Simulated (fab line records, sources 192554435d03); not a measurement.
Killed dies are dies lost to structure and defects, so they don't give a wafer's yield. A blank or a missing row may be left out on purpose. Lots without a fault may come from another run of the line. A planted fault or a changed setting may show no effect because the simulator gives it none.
fab line records | flow n5_finfet
record lots=12 wafers=34 last_day=18
route steps=1938 shown BEOL_M1@824 TV_LITHO@1886 PAD_METAL@1895 PASSIVATION@1936
lots that met no fault: from a run of the same line without faults
start_h: hours from the record's first day to the start of the lot's first wafer shown | wait_h: hours since the lot's step before | " the same as in the row above | L1.1+2: a row that stands for several wafers | - no value, or no start given | * or withheld: withheld | < > ~ a bound
route shown NAME@n: a module of which the file shows steps, and the number in the route of the first | usual: mean/standard deviation of fault-free wafers | same: alike in all rows | chamber/n: place in a boat | sites: the reading at each site | _std_site: their standard deviation | _edge_site: outer sites' mean less inner sites' | radius_mm: how far each site lies from the wafer's centre | mask NAME#n: copy n | behind: the tool/chamber that last shaped the wafer | hold: why the lot was held/for how many hours/how that ended | device: the transistor (n, p or np) that didn't switch | end of line: the same wafers' tests at the end of the route | a step without rows: its recipe alone | killed: dies lost to structure and defects at the first sort, not the wafer's yield | map: a wafer's dies, x killed, . not, _ none there
set.NAME: the setting as run; set.NAME@STEP: as run at that earlier step | model.NAME: the simulator's own value behind a step, which no gauge read
steps of the route over a sample of lots; a table a step, a row a wafer
services: from which hour (start_h, from the record's first day; less than 0 if before it) a tool's chamber was out of use, for how many hours, and why
## steps
# step N5_BEOL_M1_SPUTTER_90
# recipe material=Cu target_thk_a=45 temp_c=-20 chamber_pressure_pa=0.07 power_w=withheld time_s=8.29
# usual throttle_valve_pct=29.8/0.88
# columns lot.wafer tool chamber start_h wait_h throttle_valve_pct
L883.1 pvd_sputter-01 - 129.10 0.1 29.8
L883.2 " - " " 30.2
L883.3 " - " " 29.1
L884.1 pvd_sputter-03 - 132.78 0.1 30.1
L884.4 " - " " 29.5
L884.6 " - " " 30.2
L893.1 pvd_sputter-03 - 191.81 0.1 30.3
L893.4 " - " " 29.5
L893.6 " - " " 29.3
L894.1 pvd_sputter-03 - 198.88 0.1 30.0
L894.2 " - " " 29.2
L894.3 " - " " 31.0
L895.3 pvd_sputter-01 - 211.79 0.1 29.4
L895.4 " - " " 29.2
L895.6 " - " " 29.6
L897.3 pvd_sputter-01 - 218.79 0.1 30.8
L897.4 " - " " 30.4
L897.5 " - " " 30.8
L898.4 pvd_sputter-02 - 218.93 0.1 28.1
L898.5 " - " " 30.8
L900.1 pvd_sputter-02 - 238.77 0.1 27.8
L900.5 " - " " 30.8
L900.6 " - " " 29.3
L903.2 pvd_sputter-02 - 252.04 0.1 30.7
L903.5 " - " " 30.7
L904.1 pvd_sputter-03 - 258.34 0.1 30.1
L904.4 " - " " 29.6
L904.6 " - " " 29.6
L905.1 pvd_sputter-01 - 273.27 0.1 30.1
L905.4 " - " " 29.1
L905.6 " - " " 30.8
L906.2 pvd_sputter-03 - 280.21 0.1 29.4
L906.5 " - " " 29.6
L906.6 " - " " 30.9
# step N5_PASSIVATION_DESCUM_12
# recipe chemistry=O2 time_s=7.9 source_power_w=50 bias_power_w=20 pressure_mtorr=20 rf_frequency_hz=2.712e+07 temp_c=40 o2_flow_sccm=225
# usual drypump_motor_current_A=5.9/0.36 oes_product_au=0.80/0.083 rf_vpp_V=242.9/1.8 showerhead_plenum_p_Torr=2.08/0.096 temp_c=40.01/0.12 throttle_valve_pct=20.32/0.28
# columns lot.wafer tool chamber start_h wait_h drypump_motor_current_A oes_product_au rf_hours_counter_h rf_vpp_V showerhead_plenum_p_Torr temp_c throttle_valve_pct
L883.1 rie_diel-03 0 258.79 0.0 5.8 0.84 62 244.0 2.12 40.24 20.62
L883.2 " 1 " " 5.6 0.72 214 240.6 1.99 39.97 20.82
L883.3 " 2 " " 6.5 0.93 19 240.9 2.07 39.96 20.12
L884.1 rie_diel-03 3 259.84 0.0 5.5 0.95 4 244.9 2.23 39.96 19.84
L884.4 " 0 " " 5.8 0.83 62 243.3 2.12 40.10 20.61
L884.6 " 3 " " 5.5 0.95 - 243.7 2.23 39.89 19.84
L894.1 rie_diel-04 3 335.51 0.5 5.6 0.76 165 240.9 1.93 39.92 20.31
L894.2 " 2 " " 6.0 0.89 38 244.0 2.12 39.90 20.32
L894.3 " 0 " " 5.4 0.72 206 240.3 1.96 40.19 20.05
L893.1 rie_diel-03 1 335.84 0.7 5.6 0.69 239 240.6 1.98 40.01 20.85
L893.4 " 0 " " 5.8 0.80 84 243.4 2.11 40.09 20.65
L893.6 " 0 " " 5.8 0.80 - 243.1 2.11 40.15 20.63
L895.3 rie_diel-06 0 346.02 0.0 5.5 0.90 22 246.6 2.22 40.27 20.14
L895.4 " 2 " " 5.9 0.86 37 243.6 2.10 39.97 20.02
L895.6 " 3 " " 6.0 0.72 - 241.2 2.01 40.09 20.65
L898.4 rie_diel-03 1 349.79 0.0 5.6 0.69 243 240.9 1.98 40.11 20.85
L898.5 " 2 " " 6.5 0.87 - 243.2 2.06 40.03 20.15
L897.3 rie_diel-04 0 354.99 0.0 5.4 0.72 210 241.7 1.96 40.11 20.05
L897.4 " 3 " " 5.6 0.74 170 239.5 1.93 40.03 20.34
L897.5 " 0 " " 5.4 0.72 - 242.3 1.96 40.06 20.07
L900.1 rie_diel-06 1 382.10 0.0 6.2 0.82 87 241.4 2.03 39.94 20.59
L900.5 " 0 " " 5.4 0.89 - 244.5 2.22 40.00 20.13
L900.6 " 1 " " 6.2 0.81 - 242.1 2.03 40.01 20.59
L903.2 rie_diel-03 2 388.11 0.0 6.6 0.86 57 242.4 2.06 40.00 20.17
L903.5 " 2 " " 6.5 0.87 - 242.5 2.06 39.86 20.17
L904.1 rie_diel-06 1 393.94 0.4 6.2 0.82 90 242.2 2.03 39.90 20.60
L904.4 " 0 " " 5.4 0.89 31 245.1 2.22 39.88 20.16
L904.6 " 0 " " 5.4 0.88 - 244.5 2.22 40.04 20.15
L905.1 rie_diel-04 0 417.37 0.0 5.5 0.70 224 242.1 1.96 40.04 20.08
L905.4 " 3 " " 5.7 0.73 186 240.4 1.92 40.00 20.33
L905.6 " 2 " " 6.0 0.85 - 244.4 2.11 39.82 20.35
L906.2 rie_diel-04 1 425.64 0.0 6.2 0.68 240 244.8 2.16 40.03 20.46
L906.5 " 1 " " 6.2 0.69 - 245.0 2.16 40.03 20.46
L906.6 " 2 " " 6.1 0.85 - 244.0 2.11 40.02 20.34
# step N5_PASSIVATION_SPUTTER_20
# recipe material=TaN target_thk_a=500 temp_c=25 chamber_pressure_pa=0.4
# usual throttle_valve_pct=29.8/0.79
# columns lot.wafer tool chamber start_h wait_h throttle_valve_pct
L883.1 pvd_sputter-02 - 260.10 0.0 29.2
L883.2 " - " " 27.9
L883.3 " - " " 30.8
L884.1 pvd_sputter-03 - 261.00 0.0 29.5
L884.4 " - " " 30.2
L884.6 " - " " 30.3
L894.1 pvd_sputter-01 - 336.37 0.0 30.1
L894.2 " - " " 29.5
L894.3 " - " " 30.7
L893.1 pvd_sputter-01 - 336.99 0.0 29.6
L893.4 " - " " 29.1
L893.6 " - " " 30.7
L895.3 pvd_sputter-02 - 347.70 0.0 30.8
L895.4 " - " " 30.7
L895.6 " - " " 29.0
L898.4 pvd_sputter-01 - 351.42 0.0 29.7
L898.5 " - " " 29.2
L897.3 pvd_sputter-01 - 355.65 0.0 30.7
L897.4 " - " " 29.5
L897.5 " - " " 30.3
L900.1 pvd_sputter-01 - 382.98 0.0 29.2
L900.5 " - " " 28.9
L900.6 " - " " 29.5
L903.2 pvd_sputter-03 - 388.83 0.0 29.6
L903.5 " - " " 29.5
L904.1 pvd_sputter-03 - 394.65 0.0 30.3
L904.4 " - " " 30.9
L904.6 " - " " 29.5
L905.1 pvd_sputter-01 - 418.46 0.0 29.2
L905.4 " - " " 29.0
L905.6 " - " " 30.1
L906.2 pvd_sputter-01 - 426.53 0.0 28.9
L906.5 " - " " 28.9
L906.6 " - " " 30.2
# step N5_PASSIVATION_PROBE_49
# usual defect_limited_yield=90.9/1.6 killed_at_M0_to_M3=34/10 killed_at_M4_up=13/5.4 killed_at_contacts=13/6 killed_at_front_end=42/13 killed_at_other=4/3.2 killed_dies=107/18 killed_open=69/14 killed_short=35/7.7 sort_bin_4_leakage=0.02/0.17 sort_bin_5_function=5.3/1 sort_bin_6_memory=3.3/0.75 sort_n_pass=1073/19 sort_yield_pct=90.9/1.6
# same gross_dies=1180 killed_at_back_side=0 sort_bin_8_speed[%]=0
# columns lot.wafer tool chamber start_h wait_h defect_limited_yield[%] killed_at_M0_to_M3 killed_at_M4_up killed_at_contacts killed_at_front_end killed_at_other killed_dies killed_open killed_short sort_bin_4_leakage[%] sort_bin_5_function[%] sort_bin_6_memory[%] sort_n_pass sort_yield_pct[%]
L894.1 prober-02 - 341.94 0.0 82.5 156 18 8 23 2 207 50 19 0 10.5 3.8 973 82.5
L894.2 prober-02 - 341.99 0.1 79.7 190 10 12 26 2 240 57 27 0 13.4 3.7 940 79.7
L894.3 prober-02 - 342.04 0.1 82.4 152 14 5 35 2 208 53 21 0 10.8 3.1 972 82.4
L893.1 prober-01 - 342.57 0.0 78.7 159 16 16 53 7 251 70 39 0 12.8 5.1 929 78.7
L893.4 prober-01 - 342.72 0.2 79.3 173 11 20 39 1 244 71 31 0 13.1 4.7 936 79.3
L893.6 prober-01 - 342.82 0.3 80.3 168 6 16 40 2 232 59 38 0 12.2 3.6 948 80.3
L904.1 prober-02 - 400.77 0.0 90.8 26 20 13 46 3 108 70 33 0 5.8 2.9 1072 90.8
L904.4 prober-02 - 400.92 0.2 93.1 20 16 13 31 1 81 56 25 0 4.2 2.4 1099 93.1
L904.6 prober-02 - 401.02 0.3 92.7 29 13 9 33 2 86 44 38 0 3.9 2.7 1094 92.7
# killed by level:class
L894.1 BEOL_M1:unspecified=138 BEOL_M4:geometric_particle:open=11 STI_FIN_REVEAL:geometric_particle:open=9 MOL_CONTACT_COAG:geometric_particle:open=5 DUMMY_GATE:geometric_particle:open=4 STARTING-WAFER:geometric_particle:short=4 BEOL_M0_SAQP:geometric_particle:open=4 MOL_CONTACT_COAG:geometric_particle:short=3
L894.2 BEOL_M1:unspecified=155 BEOL_M2:geometric_particle:open=12 DUMMY_GATE:geometric_particle:open=8 MOL_CONTACT_COAG:geometric_particle:open=8 BEOL_M0_SAQP:geometric_particle:open=5 BEOL_M0_SAQP:geometric_particle:short=5 BEOL_M4:geometric_particle:open=5 MOL_CONTACT_COAG:geometric_particle:short=4
L894.3 BEOL_M1:unspecified=121 HKMG_FIN:area_etch=12 BEOL_M3:geometric_particle:open=9 BEOL_M4:geometric_particle:open=9 STI_FIN_REVEAL:geometric_particle:open=6 DUMMY_GATE:geometric_particle:open=5 BEOL_M0_SAQP:geometric_particle:short=5 BEOL_M1:geometric_particle:open=5
L893.1 BEOL_M1:unspecified=138 FIN_SAQP:geometric_particle:open=13 STI_FIN_REVEAL:geometric_particle:open=12 MOL_CONTACT_COAG:geometric_particle:open=12 FIN_SAQP:geometric_particle:short=9 BEOL_M0_SAQP:geometric_particle:short=5 GATE_CUT:geometric_particle:open=5 MOL_CONTACT_COAG:geometric_particle:short=4
L893.4 BEOL_M1:unspecified=142 MOL_CONTACT_COAG:geometric_particle:open=17 STI_FIN_REVEAL:geometric_particle:open=9 DUMMY_GATE:geometric_particle:open=7 BEOL_M2:geometric_particle:open=6 BEOL_M3:geometric_particle:short=6 STARTING-WAFER:geometric_particle:short=6 FIN_SAQP:geometric_particle:open=5
L893.6 BEOL_M1:unspecified=134 FIN_SAQP:geometric_particle:open=13 MOL_CONTACT_COAG:geometric_particle:open=12 FIN_SAQP:geometric_particle:short=9 BEOL_M0_SAQP:geometric_particle:open=8 BEOL_M0_SAQP:geometric_particle:short=7 DUMMY_GATE:geometric_particle:open=6 BEOL_M2:geometric_particle:open=5
L904.1 STI_FIN_REVEAL:geometric_particle:open=20 MOL_CONTACT_COAG:geometric_particle:open=9 BEOL_M4:geometric_particle:open=8 BEOL_M2:geometric_particle:open=8 STI_FIN_REVEAL:geometric_particle:short=6 FIN_SAQP:geometric_particle:open=4 BEOL_M0_SAQP:geometric_particle:open=4 MOL_CONTACT_COAG:geometric_particle:short=4
L904.4 STI_FIN_REVEAL:geometric_particle:open=13 MOL_CONTACT_COAG:geometric_particle:open=10 BEOL_M4:geometric_particle:open=10 BEOL_M3:geometric_particle:open=5 FIN_SAQP:geometric_particle:short=4 STI_FIN_REVEAL:geometric_particle:short=4 MOL_CONTACT_COAG:geometric_particle:short=3 BEOL_M1:geometric_particle:open=3
L904.6 STI_FIN_REVEAL:geometric_particle:open=11 MOL_CONTACT_COAG:geometric_particle:open=7 BEOL_M0_SAQP:geometric_particle:short=7 STARTING-WAFER:geometric_particle:short=7 BEOL_M1:geometric_particle:short=6 BEOL_M2:geometric_particle:short=5 BEOL_M4:geometric_particle:open=5 BEOL_M2:geometric_particle:open=4
## services
# columns tool chamber start_h hours kind
rie_diel-04 - 136.74 2.8 pm
rie_diel-04 2 157.46 2.1 repair
rie_diel-03 2 175.53 - clean
rie_diel-03 2 175.53 - consumable_replace:focus_ring
rie_diel-03 2 175.53 31.8 scheduled_down
rie_diel-03 2 175.53 31.8 vent_cycle
rie_diel-06 2 178.37 10.6 repair
rie_diel-06 - 201.59 2.8 pm
rie_diel-04 0 209.83 5.8 repair
rie_diel-03 3 233.72 - clean
rie_diel-03 3 233.72 - consumable_replace:focus_ring
rie_diel-03 3 233.72 - consumable_replace:showerhead
rie_diel-03 3 233.72 11.9 scheduled_down
rie_diel-04 0 250.43 17.9 repair
rie_diel-03 - 267.61 2.8 pm
rie_diel-03 3 285.89 4.9 repair
pvd_sputter-02 - 305.99 6.3 repair
rie_diel-06 - 318.79 1.1 repair
rie_diel-04 0 341.79 8.0 repair
pvd_sputter-02 - 359.20 3.8 repair
rie_diel-06 0 366.77 5.4 repair
rie_diel-04 0 391.03 6.1 repair
rie_diel-06 3 398.14 6.2 repair
pvd_sputter-03 - 413.79 4.6 repair
## key
first_sign step=N5_PASSIVATION_PROBE_49 reading=killed_at_M0_to_M3 direction=up sigmas=13 usual=34 struck=166
effect step=N5_PASSIVATION_PROBE_49 reading=defect_limited_yield direction=down sigmas=6.7 usual=90.9 struck=80.5
more_kills_born_at N5_BEOL_M1_SPUTTER_90@pvd_sputter-03=828
met_at N5_BEOL_M1_SPUTTER_90
struck_lots L893,L894
baseline_loss step=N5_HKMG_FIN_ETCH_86 wafers=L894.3
not_acting_at N5_PASSIVATION_DESCUM_12,N5_PASSIVATION_SPUTTER_20
onset_between 132.78 191.81
fault kind=chamber_particle_source tool=pvd_sputter-03 chamber=- onset_h=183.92 steps=N5_BEOL_M1_SPUTTER_90 rate_per_visit_cm2=1.3773 end_h=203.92
# baseline_loss: these wafers lose ten dies or more at that step, a loss of the line's own and not of a fault; the sort's usual values leave them out
